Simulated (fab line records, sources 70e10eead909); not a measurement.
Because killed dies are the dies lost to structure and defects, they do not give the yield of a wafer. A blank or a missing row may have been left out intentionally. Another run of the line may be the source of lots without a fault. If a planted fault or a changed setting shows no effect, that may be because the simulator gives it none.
Matching of chambers :: flow nandHarc :: 4 sister chambers for NHARC_P_M0_STRIP_18 on rieDiel-09
The step strips in N2/H2. 14 wafers are shown with their chamber, then 7 later ones without.

== WAFERS PAIRED WITH THEIR CHAMBERS ==
wafer: L435.2
chamber: 3
showerheadPlenumPTorr (Torr): 2.02
drypumpMotorCurrentA (A): 5.5
rfFwdPowerW (W): 1000.9

wafer: L435.5
chamber: 0
showerheadPlenumPTorr (Torr): 2.14
drypumpMotorCurrentA (A): 5.7
rfFwdPowerW (W): 989.1

wafer: L435.6
chamber: 1
showerheadPlenumPTorr (Torr): 2.05
drypumpMotorCurrentA (A): 5.2
rfFwdPowerW (W): 998.7

wafer: L436.3
chamber: 3
showerheadPlenumPTorr (Torr): 2.02
drypumpMotorCurrentA (A): 5.4
rfFwdPowerW (W): 991.2

wafer: L436.4
chamber: 1
showerheadPlenumPTorr (Torr): 2.05
drypumpMotorCurrentA (A): 5.3
rfFwdPowerW (W): 996.5

wafer: L436.5
chamber: 3
showerheadPlenumPTorr (Torr): 2.02
drypumpMotorCurrentA (A): 5.4
rfFwdPowerW (W): 997.4

wafer: L440.2
chamber: 0
showerheadPlenumPTorr (Torr): 2.14
drypumpMotorCurrentA (A): 5.7
rfFwdPowerW (W): 995.4

wafer: L440.5
chamber: 1
showerheadPlenumPTorr (Torr): 2.05
drypumpMotorCurrentA (A): 5.3
rfFwdPowerW (W): 1001.6

wafer: L440.6
chamber: 0
showerheadPlenumPTorr (Torr): 2.14
drypumpMotorCurrentA (A): 5.7
rfFwdPowerW (W): 995.7

wafer: L451.2
chamber: 3
showerheadPlenumPTorr (Torr): 2.01
drypumpMotorCurrentA (A): 5.4
rfFwdPowerW (W): 995.8

wafer: L451.4
chamber: 2
showerheadPlenumPTorr (Torr): 1.99
drypumpMotorCurrentA (A): 5.9
rfFwdPowerW (W): 1002.0

wafer: L451.5
chamber: 3
showerheadPlenumPTorr (Torr): 2.01
drypumpMotorCurrentA (A): 5.4
rfFwdPowerW (W): 1001.1

wafer: L452.2
chamber: 3
showerheadPlenumPTorr (Torr): 2.01
drypumpMotorCurrentA (A): 5.5
rfFwdPowerW (W): 995.4

wafer: L452.3
chamber: 2
showerheadPlenumPTorr (Torr): 1.99
drypumpMotorCurrentA (A): 5.9
rfFwdPowerW (W): 998.4

SIGNATURES (means of the wafers above)
reading: showerheadPlenumPTorr
chamber 0: 2.1400
chamber 1: 2.0500
chamber 2: 1.9900
chamber 3: 2.0150
scatter within a chamber: 0.00387

reading: drypumpMotorCurrentA
chamber 0: 5.700
chamber 1: 5.267
chamber 2: 5.900
chamber 3: 5.433
scatter within a chamber: 0.0447

reading: rfFwdPowerW
chamber 0: 993.400
chamber 1: 998.933
chamber 2: 1000.200
chamber 3: 996.967
scatter within a chamber: 3.42
Rule: distance of a wafer from a chamber = root of the sum over the readings of ((wafer's reading minus chamber's mean) / reading's scatter) squared. The wafer belongs to the nearest chamber; if the next one is less than 2 further off, it can't be placed. The scatter is the square root of a quotient: the sum, over the shown wafers, of each reading's squared deviation from its chamber's mean, divided by wafers minus chambers.

== WAFERS WITH NO CHAMBER GIVEN ==
wafer: L452.5
showerheadPlenumPTorr (Torr): 1.99
drypumpMotorCurrentA (A): 5.9
rfFwdPowerW (W): 997.0

wafer: L456.2
showerheadPlenumPTorr (Torr): 1.99
drypumpMotorCurrentA (A): 5.9
rfFwdPowerW (W): 994.1

wafer: L456.3
showerheadPlenumPTorr (Torr): 2.14
drypumpMotorCurrentA (A): 5.7
rfFwdPowerW (W): 999.3

wafer: L456.6
showerheadPlenumPTorr (Torr): 2.14
drypumpMotorCurrentA (A): 5.7
rfFwdPowerW (W): 997.6

wafer: L457.2
showerheadPlenumPTorr (Torr): 1.99
drypumpMotorCurrentA (A): 5.9
rfFwdPowerW (W): 997.7

wafer: L457.3
showerheadPlenumPTorr (Torr): 2.01
drypumpMotorCurrentA (A): 5.5
rfFwdPowerW (W): 994.1

wafer: L457.4
showerheadPlenumPTorr (Torr): 2.05
drypumpMotorCurrentA (A): 5.3
rfFwdPowerW (W): 996.7

== WHICH CHAMBER EACH ONE RAN IN ==
wafer: L452.5
from the rows above: 2
in truth: 2

wafer: L456.2
from the rows above: 2
in truth: 2

wafer: L456.3
from the rows above: 0
in truth: 0

wafer: L456.6
from the rows above: 0
in truth: 0

wafer: L457.2
from the rows above: 2
in truth: 2

wafer: L457.3
from the rows above: 3
in truth: 3

wafer: L457.4
from the rows above: 1
in truth: 1
Correctly placed: 7 of 7. Number that these rows cannot place: 0. Placed wrongly: 0.
